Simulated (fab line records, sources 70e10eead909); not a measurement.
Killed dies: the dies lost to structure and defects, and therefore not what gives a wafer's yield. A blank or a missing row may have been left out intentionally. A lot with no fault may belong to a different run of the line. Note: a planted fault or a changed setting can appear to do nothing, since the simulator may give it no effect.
A struck lot beside a sound one | flow nand harc | 26 steps out of a route of 1302
Sound: the wafers L225.3, L225.5, L225.6. Wafers struck: L212.3, L212.4, L212.5. The cause is given at the end.
Order at every step that has rows: each side's tool, ch and its chambers, its first start. Under that, the readings that differ: sound wafers | struck wafers | difference of the means | sigmas: that difference in standard deviations of wafers without a fault.
alike: words and numbers the same on both sides, and readings whose means are apart by under 2 such deviations; not compared: readings that were withheld, readings missing a value for some wafer, numbers with overlapping values and no deviation given by the record, and bounds like >300 which may hide the same value.
A row with sigmas, a row that says differs or no value, or rows on one side alone: a step with any of these is where the two part. Numbers that have no deviation but don't overlap get no sigmas and don't part them. A reading missing from all wafers of one side parts the sides only when that side holds two or more wafers.

first, 8 steps without rows for these wafers: NHARC_A_CHANNEL_HOLE_D2_PEB_08 (peb time 65 s); NHARC_A_CHANNEL_HOLE_D2_DEVELOP_09 (develop time 35 s); NHARC_A_CHANNEL_HOLE_D2_DESCUM_15 (chemistry O2, time 3 s); NHARC_A_CHANNEL_HOLE_D2_ETCH_38 (etches the open film in CF4, target depth 39 nm, time 65 s); NHARC_A_CHANNEL_HOLE_D2_ETCH_39 (etches the open film in N2/H2, target depth 260 nm, time 325 s); NHARC_A_CHANNEL_HOLE_D2_ETCH_34 (etches the open film in CF4/CHF3, target depth 154 nm, time 77 s); NHARC_A_CHANNEL_HOLE_D2_ETCH_16 (etches the open film in O2/COS, target depth 3100 nm, time 806 s); NHARC_A_CHANNEL_HOLE_D2_ETCH_19 (etches the open film in C4F8/O2/Ar, time 34.5 s).
NHARC_A_CHANNEL_HOLE_D2_ETCH_20: etches the open film in C4F8/O2/Ar, time 361.9 s, target depth 1600 nm.
  sound on har etch-02 ch 0,1, day 21 07:11; struck on har etch-01 ch 0,1, day 16 10:34
  no value came back on the struck wafers for any of 6 readings (c4f8 flow sccm (sccm), chamber pressure mTorr (mTorr) and others); on the sound wafers c4f8 flow sccm (sccm) reads 89.53 89.33 89.42
  not compared: rf hours counter h
then, 10 steps without rows for these wafers: NHARC_A_CHANNEL_HOLE_D2_ETCH_21 (etches the open film in C4F8/O2/Ar, time 514.3 s, target depth 1600 nm); NHARC_A_CHANNEL_HOLE_D2_ETCH_22 (etches the open film in C4F8/O2/Ar, time 666.7 s, target depth 1600 nm); NHARC_A_CHANNEL_HOLE_D2_ETCH_23 (etches the open film in C4F8/O2/Ar, time 819 s, target depth 1600 nm); NHARC_A_CHANNEL_HOLE_D2_ETCH_24 (etches the open film in C4F8/O2/Ar, time 906.2 s, target depth 1500 nm); NHARC_A_CHANNEL_HOLE_D2_ETCH_25 (etches the open film in C4F8/O2/Ar, time 1040.2 s, target depth 1500 nm); NHARC_A_CHANNEL_HOLE_D2_ETCH_26 (etches the open film in C4F8/O2/Ar, time 224.1 s, target depth 300 nm); NHARC_A_CHANNEL_HOLE_D2_ETCH_27 (etches the open film in C4F8/O2/Ar, time 90 s, target depth 400 nm); NHARC_A_CHANNEL_HOLE_D2_STRIP_41 (strips in N2/H2); NHARC_A_CHANNEL_HOLE_D2_STRIP_42 (strips in CF4/CHF3); NHARC_A_CHANNEL_HOLE_D2_STRIP_43 (strips in O2/COS).
NHARC_A_CHANNEL_HOLE_D2_ETCH_44: etches the open film in CF4/O2, target depth 140 nm, overetch 14 nm, time 77 s.
  sound on rie diel-10 ch 1,2, day 21 11:41; struck on rie diel-06 ch 1,2, day 16 15:23
  reading                            | sound            | struck            | difference | sigmas
  model.A_CHANNEL_HOLE_D2.cd nm (nm) | 90.86 89.3 92.24 | 99.23 99.79 102.4 | +9.67      |
  alike: bias w, cf4 flow sccm, drypump motor current A, oes product au, rf vpp V, showerhead plenum p Torr, throttle valve pct
  not compared: rf hours counter h
then, 3 steps without rows for these wafers: NHARC_A_CHANNEL_HOLE_D2_STRIP_28 (strips in O2); NHARC_A_CHANNEL_HOLE_D2_PRECLEAN_29 (cleans in SC1); NHARC_A_CHANNEL_HOLE_D2_SRD_30.
NHARC_A_CHANNEL_HOLE_D2_CD_MEAS_31:
  sound on cd sem-03, day 21 12:29; struck on cd sem-01, day 16 16:12
  reading    | sound          | struck       | difference | sigmas
  cd nm (nm) | 90.8 89.5 91.9 | 1.5 0.3 -0.4 | -90.3      | -64
NHARC_A_CHANNEL_HOLE_D2_XSEM_32:
  sound on xsem-02 ch 0, day 21 12:35; struck on xsem-01 ch 0, day 16 16:18
  reading        | sound          | struck         | difference | sigmas
  bot cd nm (nm) | 76.0 74.2 76.6 | 1.9 0.2 0.0    | -74.9      | -54
  bow nm (nm)    | 8.73 8.66 8.75 | 0.50 0.51 0.50 | -8.21      | -48
  alike: tilt deg
-- jump in the record: it breaks off in module A_CHANNEL_HOLE_D2 and resumes in module END (first step shown: number 1302 of the route), and 11 days separate the struck wafers' starts before and after --
NHARC_END_SORT_01:
  at this point the record logs the struck wafers (prober-02 ch 0, day 27 15:13) and has no rows for the sound ones

== WHERE THEY PART ==
Last at NHARC_END_SORT_01 as far as this record goes, first at NHARC_A_CHANNEL_HOLE_D2_ETCH_20.

WHY: what had been put in by the simulator
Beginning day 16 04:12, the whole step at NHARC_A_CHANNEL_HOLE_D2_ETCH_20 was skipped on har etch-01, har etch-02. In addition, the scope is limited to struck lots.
